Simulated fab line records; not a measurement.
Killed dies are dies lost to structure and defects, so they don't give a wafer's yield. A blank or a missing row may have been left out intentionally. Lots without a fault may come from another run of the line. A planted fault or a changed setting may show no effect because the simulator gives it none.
Chamber matching | flow nand-harc | NHARC_A_SLIT_DESCUM_14 on rie-diel-07 has 4 sister chambers
The step chemistry O2, time 3 s. 14 wafers are shown with their chamber, then 7 later ones without.

== EACH WAFER AND ITS CHAMBER ==
wafer  | chamber | showerhead-plenum-p-Torr (Torr) | throttle-valve-pct (%) | rf-vpp-V (V)
L456.3 | 3       | 2.00                            | 11.312                 | 57.1
L456.4 | 0       | 1.86                            | 11.320                 | 56.5
L456.5 | 3       | 2.00                            | 11.315                 | 58.4
L474.1 | 3       | 1.99                            | 11.326                 | 58.6
L474.2 | 0       | 1.86                            | 11.289                 | 56.3
L474.6 | 2       | 1.91                            | 11.304                 | 57.4
L472.2 | 0       | 1.86                            | 11.312                 | 58.6
L472.3 | 1       | 2.01                            | 11.304                 | 57.0
L472.5 | 0       | 1.86                            | 11.298                 | 57.6
L475.1 | 2       | 1.91                            | 11.316                 | 58.6
L475.4 | 1       | 2.01                            | 11.316                 | 59.1
L475.5 | 0       | 1.86                            | 11.303                 | 56.4
L473.1 | 2       | 1.91                            | 11.308                 | 57.8
L473.3 | 0       | 1.86                            | 11.314                 | 56.7

SIGNATURES, as means of the wafers listed above
reading                  | chamber 0 | chamber 1 | chamber 2 | chamber 3 | scatter within a chamber
showerhead-plenum-p-Torr | 1.8600    | 2.0100    | 1.9100    | 1.9967    | 0.00258
throttle-valve-pct       | 11.30600  | 11.31000  | 11.30933  | 11.31767  | 0.00956
rf-vpp-V                 | 57.017    | 58.050    | 57.933    | 58.033    | 0.916
Rule: a wafer lies at a distance from a chamber equal to the root of the sum of squares, over the readings, of (its reading less the chamber's mean, divided by the reading's scatter). If the next closest chamber is less than 2 further off than the closest, the wafer can't be placed; otherwise it belongs to the closest. The scatter: take each reading less its chamber's mean, square it, sum over the shown wafers, divide by the number of wafers less the number of chambers, and take the root.

== WAFERS WHOSE CHAMBER IS MISSING ==
wafer  | showerhead-plenum-p-Torr (Torr) | throttle-valve-pct (%) | rf-vpp-V (V)
L473.6 | 1.91                            | 11.311                 | 58.8
L477.2 | 1.91                            | 11.317                 | 57.1
L477.3 | 1.99                            | 11.319                 | 57.6
L477.4 | 2.01                            | 11.313                 | 56.7
L478.1 | 1.86                            | 11.298                 | 59.8
L478.2 | 1.91                            | 11.312                 | 57.9
L478.4 | 1.91                            | 11.304                 | 58.1

== WHICH CHAMBER EACH WENT THROUGH ==
wafer  | from the rows above | in truth
L473.6 | 2                   | 2
L477.2 | 2                   | 2
L477.3 | 3                   | 3
L477.4 | 1                   | 1
L478.1 | 0                   | 0
L478.2 | 2                   | 2
L478.4 | 2                   | 2
7 of 7 placed correctly. Number that these rows cannot place: 0. 0 placed wrongly.
